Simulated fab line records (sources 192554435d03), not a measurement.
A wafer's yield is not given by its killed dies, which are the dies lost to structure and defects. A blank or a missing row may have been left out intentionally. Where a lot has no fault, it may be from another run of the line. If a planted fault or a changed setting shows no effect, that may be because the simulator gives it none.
Chamber matching / flow n5-finfet / 4 sister chambers for N5_BEOL_M3_ETCH_77 on rie-diel-06
The step etches underlayer in N2/H2, target depth 6.5 nm, time 5.2 s. 22 wafers are shown with their chamber, then 11 later ones without.

WAFERS PAIRED WITH THEIR CHAMBERS
wafer=L075.2; chamber=2; drypump-motor-current-A (A)=5.6; showerhead-plenum-p-Torr (Torr)=2.67; throttle-valve-pct (%)=17.9
wafer=L075.5; chamber=2; drypump-motor-current-A (A)=5.6; showerhead-plenum-p-Torr (Torr)=2.67; throttle-valve-pct (%)=17.8
wafer=L075.6; chamber=1; drypump-motor-current-A (A)=5.8; showerhead-plenum-p-Torr (Torr)=2.41; throttle-valve-pct (%)=18.1
wafer=L077.1; chamber=1; drypump-motor-current-A (A)=5.8; showerhead-plenum-p-Torr (Torr)=2.41; throttle-valve-pct (%)=18.1
wafer=L077.4; chamber=2; drypump-motor-current-A (A)=5.6; showerhead-plenum-p-Torr (Torr)=2.67; throttle-valve-pct (%)=17.9
wafer=L077.5; chamber=2; drypump-motor-current-A (A)=5.6; showerhead-plenum-p-Torr (Torr)=2.67; throttle-valve-pct (%)=17.8
wafer=L078.1; chamber=0; drypump-motor-current-A (A)=6.3; showerhead-plenum-p-Torr (Torr)=2.58; throttle-valve-pct (%)=17.8
wafer=L078.2; chamber=3; drypump-motor-current-A (A)=6.5; showerhead-plenum-p-Torr (Torr)=2.50; throttle-valve-pct (%)=17.3
wafer=L078.3; chamber=1; drypump-motor-current-A (A)=5.7; showerhead-plenum-p-Torr (Torr)=2.41; throttle-valve-pct (%)=18.1
wafer=L082.1; chamber=1; drypump-motor-current-A (A)=5.7; showerhead-plenum-p-Torr (Torr)=2.41; throttle-valve-pct (%)=18.1
wafer=L082.4; chamber=2; drypump-motor-current-A (A)=5.6; showerhead-plenum-p-Torr (Torr)=2.66; throttle-valve-pct (%)=17.9
wafer=L082.5; chamber=2; drypump-motor-current-A (A)=5.6; showerhead-plenum-p-Torr (Torr)=2.67; throttle-valve-pct (%)=17.9
wafer=L083.1; chamber=1; drypump-motor-current-A (A)=5.7; showerhead-plenum-p-Torr (Torr)=2.41; throttle-valve-pct (%)=18.1
wafer=L083.4; chamber=0; drypump-motor-current-A (A)=6.3; showerhead-plenum-p-Torr (Torr)=2.58; throttle-valve-pct (%)=17.8
wafer=L083.5; chamber=2; drypump-motor-current-A (A)=5.6; showerhead-plenum-p-Torr (Torr)=2.66; throttle-valve-pct (%)=17.8
wafer=L084.1; chamber=0; drypump-motor-current-A (A)=6.3; showerhead-plenum-p-Torr (Torr)=2.58; throttle-valve-pct (%)=17.8
wafer=L084.2; chamber=3; drypump-motor-current-A (A)=6.5; showerhead-plenum-p-Torr (Torr)=2.50; throttle-valve-pct (%)=17.3
wafer=L084.5; chamber=3; drypump-motor-current-A (A)=6.5; showerhead-plenum-p-Torr (Torr)=2.50; throttle-valve-pct (%)=17.3
wafer=L086.3; chamber=0; drypump-motor-current-A (A)=6.3; showerhead-plenum-p-Torr (Torr)=2.57; throttle-valve-pct (%)=17.8
wafer=L086.4; chamber=2; drypump-motor-current-A (A)=5.6; showerhead-plenum-p-Torr (Torr)=2.66; throttle-valve-pct (%)=17.9
wafer=L086.6; chamber=1; drypump-motor-current-A (A)=5.7; showerhead-plenum-p-Torr (Torr)=2.40; throttle-valve-pct (%)=18.1
wafer=L088.1; chamber=1; drypump-motor-current-A (A)=5.7; showerhead-plenum-p-Torr (Torr)=2.40; throttle-valve-pct (%)=18.1

SIGNATURES, as means of the wafers listed above
reading=drypump-motor-current-A; chamber 0=6.300; chamber 1=5.729; chamber 2=5.600; chamber 3=6.500; scatter within a chamber=0.0282
reading=showerhead-plenum-p-Torr; chamber 0=2.5775; chamber 1=2.4071; chamber 2=2.6662; chamber 3=2.5000; scatter within a chamber=0.00475
reading=throttle-valve-pct; chamber 0=17.800; chamber 1=18.100; chamber 2=17.863; chamber 3=17.300; scatter within a chamber=0.0323
Rule: for a wafer and a chamber, the distance is found by dividing, reading by reading, the gap between the wafer's reading and the chamber's mean by the reading's scatter, squaring, summing and taking the root. The wafer belongs to the nearest chamber; if the next one is less than 2 further off, it can't be placed. The scatter: take each reading less its chamber's mean, square it, sum over the shown wafers, divide by the number of wafers less the number of chambers, and take the root.

WAFERS WITHOUT THEIR CHAMBER
wafer=L088.4; drypump-motor-current-A (A)=6.5; showerhead-plenum-p-Torr (Torr)=2.50; throttle-valve-pct (%)=17.4
wafer=L088.5; drypump-motor-current-A (A)=6.4; showerhead-plenum-p-Torr (Torr)=2.49; throttle-valve-pct (%)=17.4
wafer=L092.2; drypump-motor-current-A (A)=5.6; showerhead-plenum-p-Torr (Torr)=2.66; throttle-valve-pct (%)=17.9
wafer=L092.4; drypump-motor-current-A (A)=5.7; showerhead-plenum-p-Torr (Torr)=2.40; throttle-valve-pct (%)=18.2
wafer=L092.5; drypump-motor-current-A (A)=6.3; showerhead-plenum-p-Torr (Torr)=2.57; throttle-valve-pct (%)=17.9
wafer=L095.1; drypump-motor-current-A (A)=6.3; showerhead-plenum-p-Torr (Torr)=2.57; throttle-valve-pct (%)=17.9
wafer=L095.3; drypump-motor-current-A (A)=5.6; showerhead-plenum-p-Torr (Torr)=2.66; throttle-valve-pct (%)=17.9
wafer=L095.6; drypump-motor-current-A (A)=6.5; showerhead-plenum-p-Torr (Torr)=2.49; throttle-valve-pct (%)=17.4
wafer=L096.2; drypump-motor-current-A (A)=6.4; showerhead-plenum-p-Torr (Torr)=2.49; throttle-valve-pct (%)=17.4
wafer=L096.3; drypump-motor-current-A (A)=5.8; showerhead-plenum-p-Torr (Torr)=2.39; throttle-valve-pct (%)=18.2
wafer=L096.5; drypump-motor-current-A (A)=5.6; showerhead-plenum-p-Torr (Torr)=2.65; throttle-valve-pct (%)=17.9

WHICH CHAMBER EACH WENT THROUGH
wafer=L088.4; from the rows above=3; in truth=3
wafer=L088.5; from the rows above=3; in truth=3
wafer=L092.2; from the rows above=2; in truth=2
wafer=L092.4; from the rows above=1; in truth=1
wafer=L092.5; from the rows above=0; in truth=0
wafer=L095.1; from the rows above=0; in truth=0
wafer=L095.3; from the rows above=2; in truth=2
wafer=L095.6; from the rows above=3; in truth=3
wafer=L096.2; from the rows above=3; in truth=3
wafer=L096.3; from the rows above=1; in truth=1
wafer=L096.5; from the rows above=2; in truth=2
11 of 11 placed correctly. Can't be placed from these rows: 0. 0 placed wrongly.
